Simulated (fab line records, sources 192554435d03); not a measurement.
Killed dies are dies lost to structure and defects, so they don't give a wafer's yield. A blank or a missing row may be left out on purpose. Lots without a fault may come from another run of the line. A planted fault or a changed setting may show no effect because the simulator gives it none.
fab line records | flow n5_finfet | part 2 of 2: steps 17 to 23 of 23
record lots=5 wafers=15 last_day=16
route steps=1938 shown BEOL_M4@1054
lots that met no fault: from a run of the same line without faults
start_h: hours from the record's first day to the start of the lot's first wafer shown | wait_h: hours since the lot's step before | " the same as in the row above | L1.1+2: a row that stands for several wafers | - no value, or no start given | * or withheld: withheld | < > ~ a bound
route shown NAME@n: a module of which the file shows steps, and the number in the route of the first | usual: mean/standard deviation of fault-free wafers | same: alike in all rows | chamber/n: place in a boat | sites: the reading at each site | _std_site: their standard deviation | _edge_site: outer sites' mean less inner sites' | radius_mm: how far each site lies from the wafer's centre | mask NAME#n: copy n | behind: the tool/chamber that last shaped the wafer | hold: why the lot was held/for how many hours/how that ended | device: the transistor (n, p or np) that didn't switch | end of line: the same wafers' tests at the end of the route | a step without rows: its recipe alone | killed: dies lost to structure and defects at the first sort, not the wafer's yield | map: a wafer's dies, x killed, . not, _ none there
set.NAME: the setting as run; set.NAME@STEP: as run at that earlier step | model.NAME: the simulator's own value behind a step, which no gauge read
lots at some steps of the route; a table a step, a row a wafer
services: from which hour (start_h, from the record's first day; less than 0 if before it) a tool's chamber was out of use, for how many hours, and why
## steps
# step N5_BEOL_M4_TRENCH_ETCH_37
# recipe chemistry=C4F6/O2 target_depth_a=555.55 target=SiOC time_s=29.2 ion_energy_ev=250 pressure_mtorr=30 source_w=355 bias_w=185 Ar_flow_sccm=300 C4F6_flow_sccm=10 O2_flow_sccm=10
# usual chamber_pressure_mTorr=29.997/0.027 drypump_motor_current_A=5.7/0.47 oes_product_au=0.81/0.1 rf_vpp_V=671/19 showerhead_plenum_p_Torr=2.85/0.13 throttle_valve_pct=20.82/0.26
# columns lot.wafer tool chamber start_h wait_h chamber_pressure_mTorr drypump_motor_current_A oes_product_au rf_hours_counter_h rf_vpp_V showerhead_plenum_p_Torr throttle_valve_pct
L080.1 rie_diel-03 0 - - 30.007 5.5 0.88 52 669 3.03 20.70
L080.5 " 3 " " 30.036 5.4 0.71 - 661 2.79 20.79
L080.6 " 0 " " 30.003 5.5 0.88 - 668 3.03 20.72
L084.1 rie_diel-05 0 - - 30.033 5.8 0.91 27 675 2.75 20.45
L084.2 " 1 " " 30.023 6.5 0.96 9 717 2.99 20.70
L084.3 " 2 " " 30.028 6.3 0.73 200 671 2.72 20.72
L091.1 rie_diel-05 1 - - 30.029 6.5 0.91 26 716 2.98 20.71
L091.4 " 2 " " 30.030 6.3 0.72 218 671 2.71 20.70
L091.6 " 2 " " 29.945 6.3 0.71 - 672 2.71 20.71
L093.4 rie_diel-04 0 - - 29.983 5.5 0.91 - 654 2.87 20.38
L093.5 " 1 " " 29.985 4.9 0.69 - 693 2.71 21.08
L093.6 " 3 " " 30.011 5.3 0.93 - 678 3.03 20.75
L094.1 rie_diel-05 3 - - 30.021 6.0 0.78 138 667 2.98 20.83
L094.3 " 2 " " 30.012 6.2 0.70 220 672 2.71 20.72
L094.6 " 0 " " 29.993 5.8 0.87 - 675 2.74 20.49
# step N5_BEOL_M4_ETCH_41
# recipe chemistry=CH3F/O2 target=SiCN target_depth_a=299 taper_deg=2 time_s=52.5 ion_energy_ev=120 mask_material=TiN pressure_mtorr=30 source_w=395 bias_w=75 Ar_flow_sccm=150 CH3F_flow_sccm=30 O2_flow_sccm=20
# usual chamber_pressure_mTorr=30.00/0.034 drypump_motor_current_A=5.7/0.46 oes_product_au=0.81/0.1 rf_vpp_V=297.3/2 showerhead_plenum_p_Torr=2.00/0.095 throttle_valve_pct=16.29/0.26
# columns lot.wafer tool chamber start_h wait_h chamber_pressure_mTorr drypump_motor_current_A oes_product_au rf_hours_counter_h rf_vpp_V showerhead_plenum_p_Torr throttle_valve_pct
L080.1 rie_diel-03 0 - - 29.96 5.5 0.87 52 299.6 2.13 16.10
L080.5 " 3 " " 30.03 5.4 0.71 - 296.8 1.96 16.37
L080.6 " 0 " " 30.00 5.5 0.87 - 300.6 2.13 16.10
L084.1 rie_diel-05 0 - - 30.02 5.8 0.91 27 297.8 1.93 15.94
L084.2 " 1 " " 29.99 6.5 0.96 9 300.0 2.11 16.18
L084.3 " 2 " " 29.98 6.3 0.73 200 295.0 1.90 16.23
L091.1 rie_diel-05 1 - - 30.01 6.5 0.90 26 299.8 2.10 16.21
L091.4 " 2 " " 30.02 6.2 0.71 218 294.0 1.90 16.27
L091.6 " 2 " " 29.99 6.3 0.71 - 296.3 1.90 16.26
L093.4 rie_diel-04 0 - - 30.00 5.5 0.91 - 298.4 2.02 15.89
L093.5 " 1 " " 30.01 4.9 0.68 - 295.3 1.90 16.58
L093.6 " 3 " " 30.07 5.3 0.92 - 300.1 2.13 16.10
L094.1 rie_diel-05 3 - - 30.01 6.0 0.79 138 298.6 2.10 16.27
L094.3 " 2 " " 29.99 6.3 0.72 220 295.4 1.90 16.26
L094.6 " 0 " " 29.99 5.8 0.87 - 295.0 1.93 15.98
# step N5_BEOL_M4_STRIP_97
# recipe chemistry=N2/H2 time_s=10 power_w=450 temp_c=40 pressure_mtorr=20 rf_frequency_hz=6e+07 bias_power_w=7 n2_flow_sccm=200 h2_flow_sccm=200
# usual chamber_pressure_mTorr=20.001/0.019 drypump_motor_current_A=5.7/0.46 h2_flow_sccm=200.0/0.6 oes_product_au=0.81/0.097 rf_vpp_V=59.2/0.87 showerhead_plenum_p_Torr=2.54/0.12 throttle_valve_pct=23.54/0.21
# columns lot.wafer tool chamber start_h wait_h chamber_pressure_mTorr drypump_motor_current_A h2_flow_sccm oes_product_au rf_hours_counter_h rf_vpp_V showerhead_plenum_p_Torr throttle_valve_pct
L080.1 rie_diel-03 0 - - 20.009 5.5 200.5 0.87 52 58.0 2.69 23.31
L080.5 " 3 " " 19.982 5.4 199.4 0.71 - 58.4 2.51 23.61
L080.6 " 0 " " 20.008 5.5 199.5 0.86 - 60.2 2.69 23.30
L084.1 rie_diel-05 0 - - 19.996 5.8 200.4 0.93 27 58.9 2.47 23.46
L084.2 " 1 " " 19.991 6.5 199.9 0.95 9 59.9 2.69 23.18
L084.3 " 2 " " 20.025 6.3 200.7 0.73 200 58.6 2.44 23.54
L091.1 rie_diel-05 1 - - 20.007 6.5 199.4 0.89 26 60.1 2.68 23.22
L091.4 " 2 " " 20.021 6.3 200.6 0.71 218 59.4 2.43 23.56
L091.6 " 2 " " 19.991 6.3 200.7 0.71 - 57.7 2.43 23.55
L093.4 rie_diel-04 0 - - 19.983 5.5 200.7 0.90 - 58.4 2.58 23.54
L093.5 " 1 " " 19.974 4.9 199.3 0.68 - 59.7 2.41 23.66
L093.6 " 3 " " 20.013 5.4 200.0 0.92 - 59.2 2.69 23.37
L094.1 rie_diel-05 3 - - 20.004 5.9 199.3 0.77 138 60.2 2.68 23.79
L094.3 " 2 " " 19.977 6.3 199.8 0.71 220 57.5 2.43 23.56
L094.6 " 0 " " 19.995 5.8 200.8 0.87 - 59.2 2.46 23.49
# step N5_BEOL_M4_OCD_MEAS_38
# usual trench_depth_nm=55.9/1.8
# columns lot.wafer tool chamber start_h wait_h trench_depth_nm
L080.1 ocd-02 - 204.04 - 58.7
L080.5 " - " " 55.3
L080.6 " - " " 58.1
L084.1 ocd-02 - 221.74 - 55.8
L084.2 " - " " 56.4
L084.3 " - " " 56.2
L091.1 ocd-01 - 272.15 - 54.8
L091.4 " - " " 55.8
L091.6 " - " " 55.0
L093.4 ocd-02 - 272.64 - 57.7
L093.5 " - " " 53.0
L093.6 " - " " 57.3
L094.1 ocd-02 - 278.15 - 56.0
L094.3 " - " " 55.1
L094.6 " - " " 54.6
# step N5_BEOL_M4_HM_STRIP_39
# recipe chemistry=peroxide_tin_strip material=TiN target_depth_a=250 temp_c=50 time_s=158
# usual bath_heat_duty_pct=7.3/0.78
# columns lot.wafer tool chamber start_h wait_h bath_heat_duty_pct
L080.1 wet_bench-05 4 204.07 0.0 6.9
L080.5 " 0 " " 7.7
L080.6 " 1 " " 6.2
L084.1 wet_bench-03 1 221.77 0.0 8.3
L084.2 " 5 " " 6.0
L084.3 " 6 " " 8.2
L091.1 wet_bench-02 2 272.24 0.1 7.4
L091.4 " 5 " " 7.8
L091.6 " 6 " " 6.4
L093.4 wet_bench-05 0 272.67 0.0 8.6
L093.5 " 4 " " 7.8
L093.6 " 5 " " 9.1
L094.1 wet_bench-03 4 278.19 0.0 6.0
L094.3 " 6 " " 7.6
L094.6 " 5 " " 6.0
# step N5_BEOL_M4_SRD_40
# recipe time_s=30 temp_c=23 rinse_liquid=diw dry=ipa_marangoni
# usual bath_heat_duty_pct=3.7/0.53
# columns lot.wafer tool chamber start_h wait_h bath_heat_duty_pct
L080.1 wet_bench-05 4 204.16 0.0 4.0
L080.5 " 0 " " 4.6
L080.6 " 1 " " 3.5
L084.1 wet_bench-03 1 221.82 0.0 3.0
L084.2 " 5 " " 3.7
L084.3 " 6 " " 4.3
L091.1 wet_bench-02 2 272.34 0.0 3.8
L091.4 " 5 " " 4.3
L091.6 " 6 " " 3.1
L093.4 wet_bench-05 0 272.72 0.0 4.3
L093.5 " 4 " " 4.1
L093.6 " 5 " " 5.0
L094.1 wet_bench-03 4 278.23 0.0 3.5
L094.3 " 6 " " 3.7
L094.6 " 5 " " 4.0
# step N5_BEOL_M4_PRECLEAN_42
# recipe chemistry=residue_remover time_s=60 temp_c=40
# usual bath_heat_duty_pct=4.6/0.6
# columns lot.wafer tool chamber start_h wait_h bath_heat_duty_pct
L080.1 wet_bench-05 4 204.20 0.0 5.4
L080.5 " 0 " " 5.4
L080.6 " 1 " " 3.2
L084.1 wet_bench-03 1 221.84 0.0 4.8
L084.2 " 5 " " 3.8
L084.3 " 6 " " 5.6
L091.1 wet_bench-02 2 272.38 0.0 4.6
L091.4 " 5 " " 4.8
L091.6 " 6 " " 4.1
L093.4 wet_bench-05 0 272.73 0.0 5.1
L093.5 " 4 " " 4.4
L093.6 " 5 " " 5.7
L094.1 wet_bench-03 4 278.25 0.0 4.1
L094.3 " 6 " " 4.8
L094.6 " 5 " " 4.5
## services
# columns tool chamber start_h hours kind
ald_sin-02 0 190.95 - clean
ald_sin-02 1 190.95 - clean
ald_sin-02 2 190.95 - clean
ald_sin-02 3 190.95 - clean
ald_sin-01 3 198.69 2.8 repair
rie_diel-04 2 201.91 1.7 repair
ald_sin-02 0 206.19 2.7 repair
rie_diel-05 3 236.18 4.1 repair
ald_sin-01 0 240.77 4.0 repair
rie_diel-03 1 247.14 7.8 repair
rie_diel-04 2 268.75 - clean
rie_diel-04 2 268.75 - consumable_replace:focus_ring
rie_diel-04 2 268.75 - consumable_replace:showerhead
rie_diel-04 2 268.75 31.2 scheduled_down
rie_diel-04 2 268.75 31.2 vent_cycle
